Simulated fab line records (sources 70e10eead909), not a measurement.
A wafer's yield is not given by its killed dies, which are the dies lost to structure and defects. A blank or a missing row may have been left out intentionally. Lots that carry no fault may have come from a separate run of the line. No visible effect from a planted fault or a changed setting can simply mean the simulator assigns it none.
Which tool is to blame? | flow nand_harc | 21 wafers from 7 lots sampled at 3 of the route's 1302 steps

== WHAT THE GAUGES SHOWED, per wafer ==
NHARC_P_BONDPAD_CD_MEAS_09: the cd target is 500 nm.
lot  | measured     | on        | cd_nm (nm)
L221 | day 7 06:11  | cd_sem-01 | 502.6 500.5 500.1
L227 | day 9 17:41  | cd_sem-02 | - - -
L229 | day 10 16:58 | cd_sem-01 | 498.8 498.7 499.1
L233 | day 12 10:33 | cd_sem-02 | 497.2 498.5 499.6
L236 | day 13 23:34 | cd_sem-02 | 501.3 499.9 497.7
L238 | day 14 08:41 | cd_sem-03 | 501.9 499.9 498.5
L240 | day 15 14:26 | cd_sem-02 | 502.4 497.9 501.8

== TOOL THAT RAN EACH LOT (tool first, then ch and the chambers of the sampled wafers, then the start) ==
lot  | NHARC_P_M2_PRE_CLEAN_30                 | NHARC_P_BONDPAD_PEB_07
L221 | pvd_sputter-01, day 7 05:44 or earlier  | litho_track-02 ch 0, day 7 06:06
L227 | pvd_sputter-03, day 9 17:15 or earlier  | litho_track-05, day 9 17:37
L229 | pvd_sputter-03, day 10 16:23 or earlier | litho_track-05 ch 0, day 10 16:52
L233 | pvd_sputter-03, day 12 10:05 or earlier | litho_track-02 ch 0, day 12 10:27
L236 | pvd_sputter-03, day 13 23:07 or earlier | litho_track-02 ch 0, day 13 23:29
L238 | pvd_sputter-01, day 14 08:07 or earlier | litho_track-05 ch 0, day 14 08:36
L240 | pvd_sputter-03, day 15 13:52 or earlier | litho_track-07 ch 0, day 15 14:20
- NHARC_P_M2_PRE_CLEAN_30: time 30 s.
- NHARC_P_BONDPAD_PEB_07: peb time 80 s.

== THE ANSWER, worked out from the rows above alone ==
Rule: the usual values come from the lots themselves. Put in order of their means at a reading, lots are off if they are a third of the lots or fewer, leave a main group of 4 or more, and stand apart from it by a gap of 3 or more times the standard deviation of the main group's means; of several such gaps the widest counts. A main group whose means are all the same, to the digits that the tables above print for the reading, isn't used. A lot without any number at a reading at which 4 lots or more have one is off too. Any other lot the step has rows for is counted as sound.
Off, at NHARC_P_BONDPAD_CD_MEAS_09 on cd_nm: L227. Without a number there: L227. Main group: mean 499.8 nm, sd 0.94.
If a tool, at a process step before that reading, ran all the lots that are off and no sound lot after the first of them, it fits. Those tools and the gauges at NHARC_P_BONDPAD_CD_MEAS_09 are tried in the same way. Because NHARC_P_M2_PRE_CLEAN_30 lacks a start for some lots, the hours and order of its lots are taken from NHARC_P_BONDPAD_THK_MEAS_33. None of those tried fits.

== WHAT HAD BEEN PUT IN BY THE SIMULATOR ==
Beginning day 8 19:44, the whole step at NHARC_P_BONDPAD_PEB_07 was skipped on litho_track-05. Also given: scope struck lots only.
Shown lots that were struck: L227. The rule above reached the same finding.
